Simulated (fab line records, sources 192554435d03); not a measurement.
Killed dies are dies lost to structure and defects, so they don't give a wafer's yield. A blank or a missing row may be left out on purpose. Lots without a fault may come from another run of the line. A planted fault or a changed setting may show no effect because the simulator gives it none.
A struck lot beside a sound one | flow n5_finfet | 32 steps out of a route of 1938
Sound: wafers L280.1, L280.3, L280.6. Struck: wafers L272.1, L272.3, L272.4. The cause comes at the end.
At each step with rows: each side's tool, then ch and its chambers, then its first start. Under that, the readings that differ: sound wafers | struck wafers | difference of the means | sigmas: that difference in standard deviations of wafers without a fault.
alike: readings whose means differ by less than 2 such deviations, and words and numbers that are the same on both sides. not compared: withheld readings, readings that some wafer has no value for, bounds like >300 that may hide the same value, and numbers for which the record gives no deviation and whose values overlap.
The two part at a step that has a row with sigmas, a row that says differs or no value, or rows on one side only. Numbers that don't overlap but have no deviation are shown without sigmas and don't part them. A reading that every wafer of one side lacks parts them only if that side has two wafers or more.

first, 9 steps without rows for these wafers: N5_BEOL_M6_DESCUM_33 (chemistry O2, time 7 s); N5_BEOL_M6_ETCH_72 (etches underlayer in N2/H2, target depth 6.5 nm, time 5.2 s); N5_BEOL_M6_ETCH_65 (etches SiARC in CF4, target depth 15.6 nm, time 26 s); N5_BEOL_M6_ETCH_66 (etches SOC in N2/H2, target depth 80 nm, overetch 16 nm, time 120 s); N5_BEOL_M6_STRIP_69 (strips in N2/H2); N5_BEOL_M6_STRIP_73 (strips in N2/H2); N5_BEOL_M6_VIA_ETCH_34 (etches SiCOH lowk in C4F6/O2, target depth 126.3 nm, time 50.9 s); N5_BEOL_M6_STRIP_76 (strips in C4F6/O2); N5_BEOL_M6_STRIP_36 (strips in N2/H2).
N5_BEOL_M6_TRENCH_ETCH_37: etches SiCOH lowk in C4F6/O2, target depth 94.435 nm, time 31.5 s.
  sound on rie_diel-02 ch 0,2, day 15 09:50; struck on rie_diel-01 ch 0,1,2, day 13 05:10
  reading                                    | sound             | struck            | difference | sigmas
  bias_w (W)                                 | 184.1 184.9 186.0 | 129.8 129.5 129.8 | -55.3      | -99 or more
  rf_vpp_V (V)                               | 664 702 703       | 499 528 535       | -169       | -8
  model.etch.depth_nm (nm)                   | 96.55 90.53 89.28 | 86.01 83.07 83.13 | -8.05      |
  model.BEOL_M6.feature_depth_nm (nm)        | 96.6 90.6 89.2    | 86 83 83.2        | -8         |
  model.TiN_of_BEOL_M6_HM_DEP_02.thk_nm (nm) | 16.8 17 17.2      | 17.8 18 18        | +0.9       |
  alike: O2_flow_sccm, drypump_motor_current_A, oes_product_au, showerhead_plenum_p_Torr, throttle_valve_pct
  not compared: rf_hours_counter_h
then, 2 steps without rows for these wafers: N5_BEOL_M6_ETCH_41 (etches SiCN in CH3F/O2, target depth 29.7 nm, time 52 s); N5_BEOL_M6_STRIP_80 (strips in N2/H2, time 10 s).
N5_BEOL_M6_OCD_MEAS_38:
  sound on ocd-02, day 15 09:59; struck on ocd-01, day 13 05:19
  reading              | sound          | struck         | difference | sigmas
  trench_depth_nm (nm) | 96.4 90.5 88.9 | 85.5 83.1 83.2 | -8.0       | -3
then, 13 steps without rows for these wafers: N5_BEOL_M6_HM_STRIP_39 (strips TiN in peroxide tin strip, target depth 25 nm, time 158 s); N5_BEOL_M6_SRD_40 (time 30 s); N5_BEOL_M6_PRECLEAN_42 (cleans in residue remover, time 60 s); N5_BEOL_M6_SRD_43 (time 30 s); N5_BEOL_M6_CURE_75 (cures SiCOH lowk, time 120 s); N5_BEOL_M6_DEGAS_44 (time 60 s); N5_BEOL_M6_PRE_CLEAN_45 (time 30 s); N5_BEOL_M6_ALD_77 (deposits TaN, target thk 2 nm, pulse time 2 s, purge time 3 s); N5_BEOL_M6_SURFACE_TREAT_79; N5_BEOL_M6_CVD_78 (deposits Co from CCTBA/H2, target thk 2 nm, time 142.3 s); N5_BEOL_M6_SPUTTER_48 (material Cu, target thk 10 nm, time 1.667 s); N5_BEOL_M6_ECD_50 (material Cu, target thk 300 nm); N5_BEOL_M6_ANNEAL_51 (time 90 s).
N5_BEOL_M6_CMP_52: polishes, stops on SiCOH lowk, t overpolish 6.9 s, target thk 80 nm.
  sound on cmp-01 ch 2,3, day 15 12:13; struck on cmp-01 ch 1,2,3, day 13 08:09
  reading                                | sound      | struck         | difference | sigmas
  model.Cu_of_BEOL_M6_ECD_50.thk_nm (nm) | 83 77 75.4 | 70.6 68.8 69.2 | -8.9       |
  alike: barrier_field_endpoint_s, edge_zone_pressure_frac, motor_current_A, overpolish_run_s, platen_rpm, time_to_endpoint_s
N5_BEOL_M6_THK_MEAS_53: measures by xrf.
  sound on film_metro-02, day 15 12:30; struck on film_metro-01, day 13 08:26
  reading     | sound          | struck         | difference | sigmas
  M6_THK (nm) | 83.3 77.2 75.8 | 71.6 69.6 70.1 | -8.3       | -3
then, 2 steps without rows for these wafers: N5_BEOL_M6_PRE_CLEAN_55 (time 15 s); N5_BEOL_M6_DEP_56 (deposits SiCN from 3MS/NH3, target thk 10 nm, time 17.5 s).
N5_BEOL_M6_RS_MEAS_57: measures by four-point-probe.
  sound on film_metro-01, day 15 12:38; struck on film_metro-02, day 13 08:36
  reading        | sound             | struck            | difference | sigmas
  M6_RS (ohm/sq) | 0.274 0.299 0.306 | 0.331 0.341 0.339 | +0.044     | +4
then, 1 step without rows for these wafers: N5_PASSIVATION_PROBE_49.

WHERE THEY PART
First at N5_BEOL_M6_TRENCH_ETCH_37; last, within this record, at N5_BEOL_M6_RS_MEAS_57.

WHY: what the simulator had put in
Process parameter drift: rie_diel-01, from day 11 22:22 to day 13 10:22, at N5_BEOL_M6_TRENCH_ETCH_37. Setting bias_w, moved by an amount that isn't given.
